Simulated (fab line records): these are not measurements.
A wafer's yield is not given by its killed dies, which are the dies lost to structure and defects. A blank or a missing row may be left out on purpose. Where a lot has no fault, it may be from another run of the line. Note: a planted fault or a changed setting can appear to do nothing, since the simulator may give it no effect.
fab line records ; flow n5Finfet
record lots=6; wafers=18; lastDay=19
route steps=1938 shown SD_EPI_P@319 SD_ACTIVATION@330 PASSIVATION@1936
lots with no fault: from the same line, run without faults
startH: start of the lot's first displayed wafer, in hours after the record's first day ; waitH: hours from the lot's prior step to this one ; " as in the row above ; L1.1+2: a single row standing in for several wafers ; - no value, or no start was given ; * or withheld: withheld ; < > ~ a bound
route shown NAME@n: NAME is a module with steps in the file, n the number in the route of the first one ; usual: mean and standard deviation over wafers with no fault ; same: alike in all rows ; chamber/n: place in a boat ; sites: each site's reading ; _std_site: standard deviation of those values ; _edge_site: mean of outer sites minus mean of inner sites ; radiusMm: how far each site lies from the wafer's centre ; mask NAME#n: copy n ; behind: tool/chamber where the wafer was last shaped ; hold: what put the lot on hold/how long, in hours/how the hold closed ; device: which transistor (n, p or np) failed to switch ; end of line: tests run on the same wafers once the route is complete ; a step with no rows: only its recipe ; killed: the dies lost at the first sort to structure and to defects; this is not the yield of the wafer ; map: per-die view of a wafer (x killed, . not killed, _ where there is no die)
set.NAME: the run value of the setting; set.NAME@STEP: its run value at that earlier step ; model.NAME: the simulator's own value behind a step, which no gauge read
lots at some steps of the route; a table a step, a row a wafer
services: a tool's chamber out of use, with start hour (startH, from the record's first day; less than 0 if before it), hours out, and reason
## steps
# step N5_SD_EPI_P_PRECLEAN_51
# recipe chemistry=NF3:NH3; afsCycles=1; tempC=30; timeS=20; sublimationTempC=180; sublimationTimeS=60; pressureTorr=3; rfPowerW=30
# step N5_SD_EPI_P_VAPOR_ETCH_44
# recipe chemistry=NF3/Ar; target=SiGe30; tempC=25; timeS=3.3; mode=isotropic
# step N5_SD_EPI_P_EPI_21
# recipe material=SiGe:B; dopant=B; tempC=550; pressureTorr=20; ambient=H2; timeS=355
# step N5_SD_EPI_P_EPI_MEAS_23
# recipe mode=xrd
# usual thkNm=60.9/1.3
lot.wafer;tool;chamber;startH;waitH;thkNm
L321.1;filmMetro-01;-;69.11;1.8;61.4
L321.4;filmMetro-01;-;69.11;1.8;60.3
L321.6;filmMetro-01;-;69.11;1.8;60.9
L326.1;filmMetro-02;-;92.69;1.8;59.3
L326.2;filmMetro-02;-;92.69;1.8;61.8
L326.6;filmMetro-02;-;92.69;1.8;60.6
L327.1;filmMetro-02;-;100.33;1.8;59.0
L327.2;filmMetro-02;-;100.33;1.8;60.2
L327.3;filmMetro-02;-;100.33;1.8;61.1
L328.3;filmMetro-02;-;108.31;1.1;62.6
L328.5;filmMetro-02;-;108.31;1.1;61.3
L328.6;filmMetro-02;-;108.31;1.1;61.1
L340.1;filmMetro-01;-;180.40;2.4;60.2
L340.5;filmMetro-01;-;180.40;2.4;61.8
L340.6;filmMetro-01;-;180.40;2.4;57.3
L342.1;filmMetro-02;-;191.49;2.4;60.4
L342.4;filmMetro-02;-;191.49;2.4;61.0
L342.6;filmMetro-02;-;191.49;2.4;60.5
# step N5_SD_EPI_P_HM_STRIP_48
# recipe chemistry=H3PO4; tempC=160; material=SiNx; target=SiNx; targetDepthA=30; overetchFraction=0.3
# step N5_SD_EPI_P_SRD_49
# recipe dry=ipaMarangoni; timeS=30; tempC=23; rinseLiquid=diw
# step N5_SD_EPI_P_PRECLEAN_24
# recipe chemistry=O3/DIW; timeS=45; tempC=22; o3Ppm=10
# step N5_SD_EPI_P_PRECLEAN_32
# recipe chemistry=dHF; timeS=10; dilution=500:1; tempC=25
# step N5_SD_EPI_P_PRECLEAN_33
# recipe chemistry=SC2; timeS=45; tempC=35; mix=1:1:50
# step N5_SD_EPI_P_SRD_25
# recipe timeS=30; tempC=23; rinseLiquid=diw; dry=ipaMarangoni
# step N5_SD_EPI_P_INSPECT_26
# recipe inspectInstrument=darkfield; mode=postEpi
# usual rawDefectCount=170/33
lot.wafer;tool;chamber;startH;waitH;rawDefectCount
L321.1;defectInspect-02;-;69.28;0.0;139
L321.4;defectInspect-02;-;69.28;0.0;195
L321.6;defectInspect-02;-;69.28;0.0;162
L326.1;defectInspect-01;-;92.87;0.0;172
L326.2;defectInspect-01;-;92.87;0.0;194
L326.6;defectInspect-01;-;92.87;0.0;179
L327.1;defectInspect-01;-;100.51;0.0;181
L327.2;defectInspect-01;-;100.51;0.0;123
L327.3;defectInspect-01;-;100.51;0.0;250
L328.3;defectInspect-01;-;108.48;0.0;130
L328.5;defectInspect-01;-;108.48;0.0;131
L328.6;defectInspect-01;-;108.48;0.0;112
L340.1;defectInspect-01;-;180.58;0.0;163
L340.5;defectInspect-01;-;180.58;0.0;206
L340.6;defectInspect-01;-;180.58;0.0;173
L342.1;defectInspect-02;-;191.67;0.0;122
L342.4;defectInspect-02;-;191.67;0.0;160
L342.6;defectInspect-02;-;191.67;0.0;119
# step N5_SD_ACTIVATION_RTA_00
# recipe tempC=975; timeS=0; ambient=N2; idleTempC=600; rampUpCPerS=150; rampDownCPerS=60; coolToC=600
# usual lampPowerPct=8.96/0.057; lamp_zone_4_pct=8.947/0.029; wafer_temp_C_max=974.7/1.9
lot.wafer;tool;chamber;startH;waitH;lampPowerPct;lamp_zone_4_pct;wafer_temp_C_max
L321.1;rtpAnneal-02;0;69.39;0.1;8.92;8.917;975.8
L321.4;rtpAnneal-02;0;69.39;0.1;9.02;8.970;972.6
L321.6;rtpAnneal-02;0;69.39;0.1;8.90;8.912;973.9
L326.1;rtpAnneal-02;0;92.89;0.0;8.94;8.970;974.6
L326.2;rtpAnneal-02;0;92.89;0.0;8.92;8.918;976.4
L326.6;rtpAnneal-02;0;92.89;0.0;8.89;8.938;974.4
L327.1;rtpAnneal-01;0;100.54;0.0;8.85;8.939;971.8
L327.2;rtpAnneal-01;0;100.54;0.0;9.02;8.948;975.6
L327.3;rtpAnneal-01;0;100.54;0.0;9.09;8.972;975.4
L328.3;rtpAnneal-01;0;108.60;0.1;9.03;8.973;974.8
L328.5;rtpAnneal-01;0;108.60;0.1;8.92;8.985;972.9
L328.6;rtpAnneal-01;0;108.60;0.1;9.00;8.928;974.3
L340.1;rtpAnneal-02;0;180.61;0.0;9.03;9.002;974.6
L340.5;rtpAnneal-02;0;180.61;0.0;8.93;8.929;976.3
L340.6;rtpAnneal-02;0;180.61;0.0;9.04;8.924;973.7
L342.1;rtpAnneal-01;0;191.70;0.0;9.03;9.002;971.9
L342.4;rtpAnneal-01;0;191.70;0.0;8.93;8.945;970.2
L342.6;rtpAnneal-01;0;191.70;0.0;8.95;8.954;974.7
# step N5_SD_ACTIVATION_LSA_01
# recipe tempC=1080; timeS=0.0008; ambient=N2
# usual timeS=0.0008/0; wafer_temp_C_max=1084.5/1.1
lot.wafer;tool;chamber;startH;waitH;timeS;wafer_temp_C_max
L321.1;laserAnneal-02;0;69.60;0.2;0.0008;1082.4
L321.4;laserAnneal-02;0;69.60;0.2;0.0008;1083.7
L321.6;laserAnneal-02;0;69.60;0.2;0.0008;1085.1
L326.1;laserAnneal-02;-;93.09;0.2;-;-
L326.2;laserAnneal-02;-;93.09;0.2;-;-
L326.6;laserAnneal-02;-;93.09;0.2;-;-
L327.1;laserAnneal-01;-;108.71;8.1;-;-
L327.2;laserAnneal-01;-;108.71;8.1;-;-
L327.3;laserAnneal-01;-;108.71;8.1;-;-
L328.3;laserAnneal-01;0;108.95;0.3;0.0008;1083.6
L328.5;laserAnneal-01;0;108.95;0.3;0.0008;1085.4
L328.6;laserAnneal-01;0;108.95;0.3;0.0008;1085.8
L340.1;laserAnneal-02;0;180.81;0.2;0.0008;1083.3
L340.5;laserAnneal-02;0;180.81;0.2;0.0008;1084.5
L340.6;laserAnneal-02;0;180.81;0.2;0.0008;1084.2
L342.1;laserAnneal-02;0;191.91;0.2;0.0008;1085.4
L342.4;laserAnneal-02;0;191.91;0.2;0.0008;1084.6
L342.6;laserAnneal-02;0;191.91;0.2;0.0008;1085.6
# step N5_PASSIVATION_PROBE_49
# usual killed_at_M0_to_M3=33/11; killed_at_M4_up=15/6.2; killedAtContacts=13/6.5; killedAtFrontEnd=38/11; killedAtOther=3.4/2.6; killedDies=102/17; killedOpen=67/12; killedShort=34/7.9
# same grossDies=1180; killedAtBackSide=0
lot.wafer;tool;chamber;startH;waitH;killed_at_M0_to_M3;killed_at_M4_up;killedAtContacts;killedAtFrontEnd;killedAtOther;killedDies;killedOpen;killedShort
L328.3;prober-02;-;340.47;0.1;32;9;10;59;7;117;59;49
# killed by level:class
L328.3 FIN_SAQP:geometricParticle:short=22 BEOL_M3:geometricParticle:open=8 HKMG_FIN:areaEtch=7 FIN_SAQP:geometricParticle:open=6 MOL_CONTACT_COAG:geometricParticle:open=6 BEOL_M0_SAQP:geometricParticle:short=6 BEOL_M0_SAQP:geometricParticle:open=5 BEOL_M2:geometricParticle:open=5
## services
tool;chamber;startH;hours;kind
laserAnneal-01;-;66.29;42.4;repair
laserAnneal-02;-;95.87;26.3;repair
laserAnneal-02;-;146.15;6.1;pm
laserAnneal-02;-;189.04;1.0;repair
## key
firstSign step=N5_SD_ACTIVATION_LSA_01; reading=toolRecord; direction=missing
effect none on later readings
metAt N5_SD_ACTIVATION_LSA_01
struckWafers L326.1,L326.2,L326.6,L327.1,L327.2,L327.3
testerLeftOut L326,L327
onsetBetween 69.60 93.09
fault kind=skippedStepWhole; tool=laserAnneal-01,laserAnneal-02; chamber=-; onsetH=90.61; steps=N5_SD_ACTIVATION_LSA_01; scope=struckLotsOnly
# testerLeftOut: of these lots the tester's yield and bins aren't shown, on N5 and GAA mostly nor the transistor test; their killed dies are dies lost to structure and defects alone, not to doping, threshold or leakage, so they don't give the yield
